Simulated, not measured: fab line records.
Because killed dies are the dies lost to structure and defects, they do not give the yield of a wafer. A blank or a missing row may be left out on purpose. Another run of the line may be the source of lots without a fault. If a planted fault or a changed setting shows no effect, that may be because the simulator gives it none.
Matching of chambers    flow n5 finfet    cvd co-01 running N5_MOL_CONTACT_COAG_CO_FILL_22: 3 sister chambers
The step material Co, precursor CCTBA/H2, target thk 20 nm. 30 wafers are shown with their chamber, then 12 later ones without.

## EACH WAFER AND ITS CHAMBER
wafer   chamber  heater power w (W)  susceptor temp C (C)
L074.1  1        234                 199.92
L074.3  0        217                 200.05
L074.6  1        237                 199.93
L076.2  1        240                 199.98
L076.3  0        214                 200.07
L076.6  0        211                 200.16
L078.1  2        229                 200.20
L078.3  0        209                 200.21
L078.5  0        216                 200.17
L080.1  2        229                 200.13
L080.4  0        219                 199.75
L080.6  0        212                 200.12
L083.1  1        236                 200.18
L083.2  2        233                 199.82
L083.4  1        225                 199.95
L084.1  2        227                 199.86
L084.2  0        206                 199.90
L084.3  1        228                 200.10
L085.2  0        214                 199.95
L085.3  1        233                 199.93
L085.4  1        231                 200.11
L086.2  2        231                 200.08
L086.3  1        231                 200.02
L086.5  0        216                 199.98
L087.2  1        233                 199.85
L087.3  2        235                 199.88
L087.6  0        212                 199.79
L089.3  2        229                 200.05
L089.5  2        233                 200.13
L089.6  1        236                 200.10

SIGNATURES (means of the wafers above)
reading           chamber 0  chamber 1  chamber 2  scatter within a chamber
heater power w    213.27     233.09     230.75     3.72
susceptor temp C  200.0136   200.0064   200.0188   0.135
Rule: for a wafer and a chamber, the distance is found by dividing, reading by reading, the gap between the wafer's reading and the chamber's mean by the reading's scatter, squaring, summing and taking the root. If the next closest chamber is less than 2 further off than the closest, the wafer can't be placed; otherwise it belongs to the closest. The scatter: take each reading less its chamber's mean, square it, sum over the shown wafers, divide by the number of wafers less the number of chambers, and take the root.

## WAFERS MISSING THEIR CHAMBER
wafer   heater power w (W)  susceptor temp C (C)
L091.2  225                 199.98
L091.5  215                 199.94
L091.6  237                 200.12
L093.3  226                 199.88
L093.4  226                 200.04
L093.6  235                 200.01
L094.1  234                 199.83
L094.2  235                 199.99
L094.6  220                 200.20
L097.1  236                 199.94
L097.2  213                 199.73
L097.5  237                 200.09

## WHICH CHAMBER EACH ONE RAN IN
wafer   from the rows above           in truth
L091.2  can't be placed: 2 or 1 or 0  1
L091.5  0                             0
L091.6  can't be placed: 1 or 2       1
L093.3  can't be placed: 2 or 1 or 0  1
L093.4  can't be placed: 2 or 1       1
L093.6  can't be placed: 1 or 2       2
L094.1  can't be placed: 1 or 2       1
L094.2  can't be placed: 1 or 2       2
L094.6  can't be placed: 0 or 2 or 1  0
L097.1  can't be placed: 1 or 2       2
L097.2  0                             0
L097.5  can't be placed: 1 or 2       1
Correctly placed: 2 of 12. Cannot be placed on the basis of these rows: 10; the candidates contain the true chamber in 10. Placed wrongly: 0.
